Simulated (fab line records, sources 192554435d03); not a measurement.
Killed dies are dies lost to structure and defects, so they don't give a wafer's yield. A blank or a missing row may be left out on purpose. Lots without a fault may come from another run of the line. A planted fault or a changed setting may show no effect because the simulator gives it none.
Which tool did it? | flow n5_finfet | 8 lots, 22 wafers sampled, at 7 steps of a route of 1938

WHAT THE GAUGES READ, wafer by wafer
N5_BEOL_M4_RC_MEAS_101. Usual: DIBL_N 35.8 mV/V, standard deviation 1.5; DIBL_P 35.9 mV/V, standard deviation 1.8; IOFF_N 0.152 nA/um, standard deviation 0.025; IOFF_P 0.21 nA/um, standard deviation 0.031; ION_N 672 uA/um, standard deviation 11; ION_P 462 uA/um, standard deviation 7.4; SS_N 71.5 mV/dec, standard deviation 0.52; SS_P 73.2 mV/dec, standard deviation 0.54; VT_N 250 mV, standard deviation 3; VT_P -250 mV, standard deviation 3.3.
lot  | measured     | on        | DIBL_N (mV/V)  | DIBL_P (mV/V)  | IOFF_N (nA/um)    | IOFF_P (nA/um) | ION_N (uA/um) | ION_P (uA/um) | SS_N (mV/dec)  | SS_P (mV/dec)  | VT_N (mV)   | VT_P (mV)      | flag
L709 | day 9 10:22  | prober-02 | 36.1 36.7 36.1 | 34.1 34.2 35.3 | 0.143 0.153 0.155 | 0.20 0.20 0.22 | 678 659 664   | 465 449 461   | 71.3 71.6 70.4 | 73.3 73.1 73.9 | 251 249 248 | -249 -247 -247 |
L712 | day 9 23:46  | prober-02 | 34.6 36.3      | 34.5 36.1      | 0.115 0.146       | 0.15 0.18      | 652 669       | 449 463       | 71.6 71.1      | 72.3 72.7      | 256 252     | -255 -253      |
L720 | day 11 23:43 | prober-01 | 37.7 36.0 36.5 | 38.6 35.8 38.0 | 0.218 0.172 0.196 | 0.29 0.23 0.28 | 700 676 706   | 484 465 489   | 72.0 71.6 72.4 | 74.3 72.8 73.7 | 244 245 245 | -243 -248 -243 |
L722 | day 12 07:54 | prober-02 | 35.5 34.3 34.1 | 37.1 37.2 36.0 | 0.182 0.175 0.154 | 0.24 0.24 0.21 | 682 694 675   | 460 471 460   | 71.9 71.1 71.2 | 73.3 72.5 72.7 | 247 245 250 | -247 -250 -248 |
L721 | day 12 20:54 | prober-01 | 34.6 36.3 35.0 | 35.8 37.8 36.7 | 0.160 0.185 0.175 | 0.20 0.24 0.22 | 672 692 701   | 456 470 472   | 71.6 71.3 71.0 | 73.2 73.8 73.5 | 247 245 246 | -250 -250 -250 |
L723 | day 12 21:50 | prober-02 | 36.3 36.0 35.3 | 38.6 39.4 37.1 | 0.179 0.177 0.159 | 0.24 0.26 0.22 | 677 689 683   | 463 477 462   | 71.6 71.5 71.4 | 73.8 73.7 73.4 | 247 248 251 | -249 -248 -249 |
L724 | day 13 01:29 | prober-01 | 34.0 33.5 34.8 | 34.4 34.2 36.0 | 0.141 0.127 0.159 | 0.21 0.20 0.24 | 664 648 689   | 463 457 473   | 72.0 70.8 71.4 | 73.1 72.4 73.4 | 252 253 249 | -247 -247 -246 |
L727 | day 14 09:00 | prober-02 | 35.6 35.0      | 35.7 34.9      | 0.151 0.137       | 0.21 0.19      | 666 675       | 465 472       | 71.9 71.3      | 73.4 72.8      | 251 256     | -251 -253      |

N5_BEOL_M7_OCD_MEAS_38. Usual: trench_depth_nm 93.2 nm, standard deviation 1.7.
lot  | measured     | on     | trench_depth_nm (nm) | flag
L709 | day 10 12:20 | ocd-01 | 92.6 94.9 94.4       |
L712 | day 11 03:48 | ocd-01 | 94.2 95.9            |
L720 | day 13 04:31 | ocd-01 | - - -                | OFF
L722 | day 13 11:49 | ocd-01 | 95.0 94.3 94.8       |
L721 | day 13 22:14 | ocd-01 | - - -                | OFF
L723 | day 13 22:21 | ocd-02 | 95.2 95.4 94.7       |
L724 | day 14 04:18 | ocd-02 | 93.8 95.4 93.6       |
L727 | day 15 12:26 | ocd-01 | 95.9 96.0            |

WHICH TOOL RAN EACH LOT (tool, then ch and the chambers of the sampled wafers, then the start)
lot  | N5_BEOL_M6_DEP_56               | N5_BEOL_M7_ETCH_61                 | N5_BEOL_M7_ETCH_62                 | N5_BEOL_M7_STRIP_67                | N5_BEOL_M7_ETCH_66
L709 | pecvd-03 ch 0,1, day 10 07:09   | rie_diel-06 ch 0,3, day 10 10:17   | rie_diel-06 ch 0,3, day 10 10:47   | rie_diel-06 ch 0,3, day 10 10:56   | rie_diel-05 ch 0,1,3, day 10 11:59
L712 | pecvd-02 ch 0,1, day 10 21:41   | rie_diel-01 ch 0,2, day 11 00:39   | rie_diel-01 ch 0,2, day 11 00:43   | rie_diel-01 ch 0,2, day 11 00:52   | rie_diel-05 ch 1,2, day 11 03:27
L720 | pecvd-03 ch 0,1,2, day 12 22:22 | rie_diel-01 ch 1,2,3, day 13 01:25 | rie_diel-01 ch 1,2,3, day 13 01:28 | rie_diel-01 ch 1,2,3, day 13 01:37 | rie_diel-01 ch 0,2,3, day 13 04:10
L722 | pecvd-01 ch 0,1,2, day 13 05:42 | rie_diel-05 ch 0,1,2, day 13 07:59 | rie_diel-05 ch 0,1,2, day 13 08:03 | rie_diel-05 ch 0,1,2, day 13 08:11 | rie_diel-05 ch 0,1,2, day 13 11:28
L721 | pecvd-02 ch 0,1, day 13 17:14   | rie_diel-05 ch 0,1,2, day 13 20:34 | rie_diel-05 ch 0,1,2, day 13 20:38 | rie_diel-05 ch 0,1,2, day 13 20:47 | rie_diel-06 ch 0,2, day 13 21:53
L723 | pecvd-01 ch 1,2, day 13 18:13   | rie_diel-01 ch 0,3, day 13 20:55   | rie_diel-01 ch 0,3, day 13 20:58   | rie_diel-01 ch 0,3, day 13 21:07   | rie_diel-05 ch 0,1,2, day 13 22:00
L724 | pecvd-03 ch 0,1,2, day 13 23:37 | rie_diel-05 ch 0,1,3, day 14 02:45 | rie_diel-05 ch 0,1,3, day 14 02:49 | rie_diel-05 ch 0,1,3, day 14 02:57 | rie_diel-01 ch 1,2,3, day 14 03:57
L727 | pecvd-03 ch 2, day 15 07:14     | rie_diel-01 ch 1, day 15 10:06     | rie_diel-01 ch 1, day 15 10:10     | rie_diel-01 ch 1, day 15 10:18     | rie_diel-01 ch 1, day 15 12:05
- N5_BEOL_M6_DEP_56: deposits SiCN from 3MS/NH3, target thk 10 nm, time 17.5 s.
- N5_BEOL_M7_ETCH_61: etches SiARC in CF4, target depth 45.5 nm, time 75.8 s.
- N5_BEOL_M7_ETCH_62: etches SOC in N2/H2, target depth 110 nm, overetch 22 nm, time 165 s.
- N5_BEOL_M7_STRIP_67: strips in CF4.
- N5_BEOL_M7_ETCH_66: etches SOC in N2/H2, target depth 80 nm, overetch 16 nm, time 120 s.

WHAT THE TOOLS THEMSELVES READ (means of the sampled wafers that have a number; where no wafer has one, the mark that the record gives instead)
N5_BEOL_M6_DEP_56. Usual: showerhead_plenum_p_Torr 3.674 Torr, standard deviation 0.011; throttle_valve_pct 9.1 %, standard deviation 0.56.
lot  | tool     | showerhead_plenum_p_Torr (Torr) | throttle_valve_pct (%) | flag
L709 | pecvd-03 | 3.680                           | 8.9                    |
L712 | pecvd-02 | 3.665                           | 9.6                    |
L720 | pecvd-03 | 3.664                           | 8.9                    |
L722 | pecvd-01 | 3.676                           | 9.4                    |
L721 | pecvd-02 | 3.668                           | 9.7                    |
L723 | pecvd-01 | 3.671                           | 9.1                    |
L724 | pecvd-03 | 3.675                           | 8.8                    |
L727 | pecvd-03 | 3.659                           | 8.7                    |

N5_BEOL_M7_ETCH_61. Usual: bias_w 36.02 W, standard deviation 0.11; drypump_motor_current_A 5.6 A, standard deviation 0.3; etch_rf_on_time_s 75.6 s, standard deviation 1.6; oes_product_au 0.67 a.u., standard deviation 0.075; rf_vpp_V 184.3 V, standard deviation 1.1; showerhead_plenum_p_Torr 2.16 Torr, standard deviation 0.045; throttle_valve_pct 15.58 %, standard deviation 0.17.
lot  | tool        | bias_w (W) | drypump_motor_current_A (A) | etch_rf_on_time_s (s) | oes_product_au (a.u.) | rf_vpp_V (V) | showerhead_plenum_p_Torr (Torr) | throttle_valve_pct (%) | flag
L709 | rie_diel-06 | 35.91      | 5.6                         | 77.0                  | 0.64                  | 184.0        | 2.17                            | 15.67                  |
L712 | rie_diel-01 | 36.04      | 5.7                         | 75.0                  | 0.65                  | 183.1        | 2.15                            | 15.59                  |
L720 | rie_diel-01 | 35.94      | 5.7                         | 74.4                  | 0.76                  | 184.4        | 2.17                            | 15.45                  |
L722 | rie_diel-05 | 36.03      | 5.6                         | 74.3                  | 0.67                  | 185.2        | 2.18                            | 15.53                  |
L721 | rie_diel-05 | 35.99      | 5.6                         | 74.2                  | 0.66                  | 184.7        | 2.17                            | 15.54                  |
L723 | rie_diel-01 | 35.92      | 6.0                         | 76.3                  | 0.67                  | 184.8        | 2.18                            | 15.56                  |
L724 | rie_diel-05 | 36.11      | 5.6                         | 74.6                  | 0.71                  | 184.1        | 2.16                            | 15.50                  |
L727 | rie_diel-01 | 35.95      | 6.0                         | 73.7                  | 0.77                  | 184.6        | 2.18                            | 15.62                  |

N5_BEOL_M7_ETCH_62. Usual: bias_w 150.0 W, standard deviation 0.4; drypump_motor_current_A 5.6 A, standard deviation 0.3; oes_product_au 0.67 a.u., standard deviation 0.071; rf_vpp_V 524.5 V, standard deviation 1.8; showerhead_plenum_p_Torr 2.57 Torr, standard deviation 0.054; throttle_valve_pct 17.85 %, standard deviation 0.21.
lot  | tool        | bias_w (W) | drypump_motor_current_A (A) | oes_product_au (a.u.) | rf_vpp_V (V) | showerhead_plenum_p_Torr (Torr) | throttle_valve_pct (%) | flag
L709 | rie_diel-06 | 150.2      | 5.7                         | 0.64                  | 524.7        | 2.58                            | 17.98                  |
L712 | rie_diel-01 | 150.0      | 5.7                         | 0.65                  | 524.9        | 2.55                            | 17.91                  |
L720 | rie_diel-01 | 150.0      | 5.7                         | 0.74                  | 525.7        | 2.57                            | 17.74                  |
L722 | rie_diel-05 | 150.0      | 5.6                         | 0.66                  | 525.5        | 2.59                            | 17.87                  |
L721 | rie_diel-05 | 149.6      | 5.6                         | 0.65                  | 525.5        | 2.59                            | 17.88                  |
L723 | rie_diel-01 | 149.8      | 6.0                         | 0.67                  | 524.9        | 2.60                            | 17.91                  |
L724 | rie_diel-05 | 150.2      | 5.7                         | 0.70                  | 524.4        | 2.56                            | 17.70                  |
L727 | rie_diel-01 | 150.1      | 6.0                         | 0.74                  | 525.2        | 2.60                            | 18.05                  |

N5_BEOL_M7_STRIP_67. Usual: bias_power_w 75.00 W, standard deviation 0.25; cf4_flow_sccm 149.9 sccm, standard deviation 0.49; drypump_motor_current_A 5.6 A, standard deviation 0.3; oes_product_au 0.79 a.u., standard deviation 0.085; rf_vpp_V 271.5 V, standard deviation 1.3; showerhead_plenum_p_Torr 1.81 Torr, standard deviation 0.038; throttle_valve_pct 13.57 %, standard deviation 0.19.
lot  | tool        | bias_power_w (W) | cf4_flow_sccm (sccm) | drypump_motor_current_A (A) | oes_product_au (a.u.) | rf_vpp_V (V) | showerhead_plenum_p_Torr (Torr) | throttle_valve_pct (%) | flag
L709 | rie_diel-06 | 74.96            | 149.8                | 5.7                         | 0.76                  | 271.9        | 1.82                            | 13.66                  |
L712 | rie_diel-01 | 74.86            | 150.1                | 5.7                         | 0.77                  | 270.9        | 1.81                            | 13.61                  |
L720 | rie_diel-01 | -                | -                    | -                           | -                     | -            | -                               | -                      | OFF
L722 | rie_diel-05 | 75.09            | 150.3                | 5.6                         | 0.77                  | 271.9        | 1.82                            | 13.52                  |
L721 | rie_diel-05 | -                | -                    | -                           | -                     | -            | -                               | -                      | OFF
L723 | rie_diel-01 | 75.02            | 149.6                | 6.0                         | 0.79                  | 272.4        | 1.83                            | 13.58                  |
L724 | rie_diel-05 | 74.80            | 150.2                | 5.6                         | 0.82                  | 270.8        | 1.81                            | 13.48                  |
L727 | rie_diel-01 | 74.95            | 149.9                | 5.9                         | 0.89                  | 271.0        | 1.83                            | 13.61                  |

N5_BEOL_M7_ETCH_66. Usual: bias_w 150.0 W, standard deviation 0.47; drypump_motor_current_A 5.6 A, standard deviation 0.31; oes_product_au 0.60 a.u., standard deviation 0.064; rf_vpp_V 524.6 V, standard deviation 1.8; showerhead_plenum_p_Torr 2.57 Torr, standard deviation 0.055; throttle_valve_pct 17.88 %, standard deviation 0.22.
lot  | tool        | bias_w (W) | drypump_motor_current_A (A) | oes_product_au (a.u.) | rf_vpp_V (V) | showerhead_plenum_p_Torr (Torr) | throttle_valve_pct (%) | flag
L709 | rie_diel-05 | 149.8      | 5.6                         | 0.57                  | 524.2        | 2.57                            | 17.81                  |
L712 | rie_diel-05 | 149.8      | 5.4                         | 0.62                  | 524.7        | 2.58                            | 17.85                  |
L720 | rie_diel-01 | 150.1      | 5.7                         | 0.84                  | 525.0        | 2.57                            | 17.76                  | OFF
L722 | rie_diel-05 | 149.6      | 5.6                         | 0.59                  | 525.2        | 2.59                            | 17.86                  |
L721 | rie_diel-06 | 150.2      | 5.7                         | 0.69                  | 525.2        | 2.59                            | 18.04                  |
L723 | rie_diel-05 | 149.6      | 5.7                         | 0.59                  | 525.4        | 2.59                            | 17.87                  |
L724 | rie_diel-01 | 150.0      | 5.7                         | 0.65                  | 525.0        | 2.57                            | 17.74                  |
L727 | rie_diel-01 | 149.8      | 6.0                         | 0.67                  | 526.0        | 2.60                            | 18.04                  |

THE ANSWER, worked out from the rows above alone
Rule: a lot is off if the mean of its wafers that have a number lies more than 3 standard deviations from the usual mean. A lot without any number at a reading at which 4 lots or more have one is off too. The other lots that the step has rows for count as sound. The gauges are gone through in route order, then the tools' own readings, and for those a lot's mean is taken as printed above. The first step at which some lot is off is used, and at that step the reading that is off furthest; a lot without a number counts as furthest.
Off: L720, L721, at N5_BEOL_M7_OCD_MEAS_38 (trench_depth_nm). Without a number there: L720, L721.
A tool fits if, at a process step before that reading, it ran every lot that is off, and no sound lot after the first of them. The gauges at N5_BEOL_M7_OCD_MEAS_38 aren't tried: what is off there is off at N5_BEOL_M7_STRIP_67 too, on other tools, and a gauge's error can't cause that. None of those tried fits.

WHAT THE SIMULATOR HAD PUT IN
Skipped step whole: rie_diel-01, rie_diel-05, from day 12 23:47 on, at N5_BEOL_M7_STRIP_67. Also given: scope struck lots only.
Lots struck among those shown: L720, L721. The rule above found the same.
